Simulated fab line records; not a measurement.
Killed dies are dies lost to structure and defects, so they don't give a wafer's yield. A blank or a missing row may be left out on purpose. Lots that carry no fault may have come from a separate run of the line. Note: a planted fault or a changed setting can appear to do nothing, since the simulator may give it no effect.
Which tool was responsible? | flow nand harc | 36 wafers from 12 lots sampled at 6 of the route's 1159 steps

## WHAT THE GAUGES SHOWED, per wafer
NHARC_P_GATE_CD_MEAS_26: target cd 120 nm.
lot  | measured     | on        | cd nm (nm)
L229 | day 4 15:47  | cd sem-03 | 119.8 119.6 120.3
L230 | day 4 16:03  | cd sem-02 | 119.7 119.6 119.5
L232 | day 5 04:28  | cd sem-02 | 120.0 120.2 119.3
L231 | day 5 04:37  | cd sem-02 | 119.9 120.3 119.9
L235 | day 6 09:11  | cd sem-03 | 120.8 119.8 119.2
L238 | day 6 21:27  | cd sem-02 | 120.7 120.6 120.9
L243 | day 8 00:28  | cd sem-03 | 120.3 120.0 120.1
L241 | day 8 00:55  | cd sem-03 | 119.3 119.7 120.0
L245 | day 8 16:06  | cd sem-02 | 119.4 120.0 120.9
L246 | day 8 22:25  | cd sem-03 | 121.5 120.8 120.4
L249 | day 9 14:48  | cd sem-02 | 120.9 120.8 121.1
L250 | day 10 01:45 | cd sem-03 | 119.9 120.9 120.0

NHARC_P_GATE_CD_MEAS_59: target cd 720 nm.
lot  | measured     | on        | cd nm (nm)
L229 | day 5 05:41  | cd sem-02 | 723.5 722.1 725.9
L230 | day 5 06:11  | cd sem-03 | 717.5 720.4 717.6
L232 | day 5 20:31  | cd sem-02 | 703.3 702.7 706.1
L231 | day 5 18:23  | cd sem-03 | 721.9 723.6 719.0
L235 | day 6 23:10  | cd sem-02 | 723.5 722.2 722.4
L238 | day 7 11:35  | cd sem-03 | 715.4 714.2 717.7
L243 | day 8 14:27  | cd sem-03 | 723.1 722.0 720.9
L241 | day 8 20:15  | cd sem-02 | 721.7 720.2 716.9
L245 | day 9 07:43  | cd sem-02 | 725.7 722.4 720.5
L246 | day 9 12:13  | cd sem-03 | 715.6 714.8 715.2
L249 | day 10 04:38 | cd sem-02 | 720.5 718.0 717.9
L250 | day 10 15:47 | cd sem-03 | 721.7 725.4 721.5

NHARC_END_SORT_01.
lot  | measured     | on        | killed at array | killed at other | killed at periphery | killed dies | killed open | killed short
L243 | day 22 09:05 | prober-02 | 33 32 41        | 1 4 2           | 9 3 0               | 43 39 43    | 5 1 1       | 2 1 0
L246 | day 23 14:11 | prober-01 | 26 24 35        | 1 1 1           | 1 2 0               | 28 27 36    | 5 0 4       | 2 1 1

## WHICH TOOL RAN EACH LOT (tool, then ch and the chambers of the sampled wafers, then the start)
lot  | NHARC_P_GATE_HM_OPEN_105                      | NHARC_P_GATE_STRIP_108            | NHARC_P_GATE_EXPOSE_56
L229 | rie diel-03 ch 0,2,3, day 4 16:48 or earlier  | rie diel-10 ch 0,2,3, day 4 16:48 | krf scanner-03 ch 0, day 5 05:32
L230 | rie diel-03 ch 0,2,3, day 4 17:04 or earlier  | rie diel-10 ch 0,2,3, day 4 17:04 | krf scanner-02 ch 0, day 5 06:01
L232 | rie diel-10 ch 0,1,3, day 5 05:16 or earlier  | rie diel-11 ch 1,2, day 5 05:16   | krf scanner-02 ch 0, day 5 20:22
L231 | rie diel-10 ch 1,2, day 5 05:34 or earlier    | rie diel-11 ch 0,2, day 5 05:34   | krf scanner-04 ch 0, day 5 18:14
L235 | rie diel-03 ch 2,3, day 6 10:04 or earlier    | rie diel-11 ch 0,1,2, day 6 10:04 | krf scanner-02 ch 0, day 6 23:00
L238 | rie diel-03 ch 0,1, day 6 22:38 or earlier    | rie diel-03 ch 0,2,3, day 6 22:38 | krf scanner-02 ch 0, day 7 11:26
L243 | rie diel-11 ch 1,2,3, day 8 01:45 or earlier  | rie diel-11 ch 1,3, day 8 01:45   | krf scanner-02 ch 0, day 8 14:17
L241 | rie diel-03 ch 1,2,3, day 8 02:12 or earlier  | rie diel-11 ch 0,2,3, day 8 02:12 | krf scanner-04 ch 0, day 8 20:06
L245 | rie diel-03 ch 2,3, day 8 17:22 or earlier    | rie diel-11 ch 2,3, day 8 17:22   | krf scanner-03 ch 0, day 9 07:34
L246 | rie diel-10 ch 0,1, day 8 23:16 or earlier    | rie diel-03 ch 0,1,3, day 8 23:16 | krf scanner-02 ch 0, day 9 12:04
L249 | rie diel-03 ch 1,2,3, day 9 15:49 or earlier  | rie diel-10 ch 1,2, day 9 15:49   | krf scanner-04 ch 0, day 10 04:29
L250 | rie diel-11 ch 0,1,3, day 10 02:38 or earlier | rie diel-10 ch 0,3, day 10 02:38  | krf scanner-04 ch 0, day 10 15:38
- NHARC_P_GATE_HM_OPEN_105: chemistry O2/COS, target depth 360 nm.
- NHARC_P_GATE_STRIP_108: strips in O2.
- NHARC_P_GATE_EXPOSE_56: exposes mask P PSD, target cd 720 nm.

## AS READ BY THE TOOLS THEMSELVES (means over the sampled wafers that have a number; for cases with no such wafer, the mark the record gives instead)
NHARC_P_GATE_HM_OPEN_105.
lot  | tool        | drypump motor current A (A) | oes product au (a.u.) | rf vpp V (V) | showerhead plenum p Torr (Torr) | throttle valve pct (%)
L229 | rie diel-03 | 5.6                         | 0.999                 | 469          | 3.23                            | 28.322
L230 | rie diel-03 | 5.6                         | 1.001                 | 470          | 3.23                            | 28.328
L232 | rie diel-10 | 5.4                         | 1.009                 | 465          | 3.03                            | 28.326
L231 | rie diel-10 | 5.5                         | 1.003                 | 465          | 3.06                            | 28.329
L235 | rie diel-03 | 5.5                         | 0.994                 | 469          | 3.23                            | 28.334
L238 | rie diel-03 | 5.3                         | 1.004                 | 468          | 3.17                            | 28.332
L243 | rie diel-11 | 5.7                         | 0.997                 | 464          | 2.96                            | 28.324
L241 | rie diel-03 | 5.4                         | 1.004                 | 467          | 3.12                            | 28.334
L245 | rie diel-03 | 5.6                         | 0.991                 | 466          | 3.08                            | 28.334
L246 | rie diel-10 | 5.4                         | 1.020                 | 464          | 2.98                            | 28.330
L249 | rie diel-03 | 5.4                         | 0.999                 | 467          | 3.11                            | 28.332
L250 | rie diel-11 | 5.9                         | 0.977                 | 467          | 3.10                            | 28.333

NHARC_P_GATE_STRIP_108.
lot  | tool        | drypump motor current A (A) | oes product au (a.u.) | rf vpp V (V) | showerhead plenum p Torr (Torr) | throttle valve pct (%)
L229 | rie diel-10 | 5.7                         | 0.998                 | 57.5         | 3.58                            | 17.028
L230 | rie diel-10 | 5.7                         | 1.008                 | 58.5         | 3.58                            | 17.048
L232 | rie diel-11 | 5.9                         | 0.997                 | 56.9         | 3.35                            | 17.036
L231 | rie diel-11 | 6.4                         | 0.996                 | 57.1         | 3.33                            | 17.036
L235 | rie diel-11 | 6.2                         | 0.996                 | 56.5         | 3.33                            | 17.032
L238 | rie diel-03 | 5.6                         | 0.993                 | 58.3         | 3.64                            | 17.037
L243 | rie diel-11 | 5.5                         | 1.004                 | 56.1         | 3.35                            | 17.028
L241 | rie diel-11 | 6.1                         | 1.003                 | 57.8         | 3.33                            | 17.034
L245 | rie diel-11 | 5.6                         | 1.006                 | 56.6         | 3.36                            | 17.028
L246 | rie diel-03 | 5.5                         | 1.005                 | 56.9         | 3.52                            | 17.036
L249 | rie diel-10 | 5.8                         | 1.007                 | 58.4         | 3.59                            | 17.037
L250 | rie diel-10 | 5.5                         | 1.012                 | 58.2         | 3.48                            | 17.033

## THE ANSWER, worked out from the rows above alone
Rule: usual is defined by the lots themselves. Put in order of their means at a reading, lots are off if they are a third of the lots or fewer, leave a main group of 4 or more, and stand apart from it by a gap of 3 or more times the standard deviation of the main group's means; of several such gaps the widest counts. A main group whose means are all the same, to the digits that the tables above print for the reading, isn't used. Also off: a lot with no number at a reading for which 4 or more lots have one. All remaining lots with rows at the step are treated as sound. After the gauges, taken in route order, come the tools' own readings; for these a lot's mean is taken, as printed above. The first step at which some lot is off is used, and at that step the reading that is off furthest; a lot without a number counts as furthest.
Off: L232, at NHARC_P_GATE_CD_MEAS_59 (cd nm). The main group has a mean of 720.3 nm with a standard deviation of 2.8.
A tool fits if, at a process step before that reading, it ran every lot that is off, and no sound lot after the first of them. Gauges at NHARC_P_GATE_CD_MEAS_59: tried the same way as those tools. NHARC_P_GATE_HM_OPEN_105: start missing for some lots; hours and lot order therefore follow NHARC_P_GATE_STRIP_108. None of those tried fits.

## WHAT HAD BEEN PUT IN BY THE SIMULATOR
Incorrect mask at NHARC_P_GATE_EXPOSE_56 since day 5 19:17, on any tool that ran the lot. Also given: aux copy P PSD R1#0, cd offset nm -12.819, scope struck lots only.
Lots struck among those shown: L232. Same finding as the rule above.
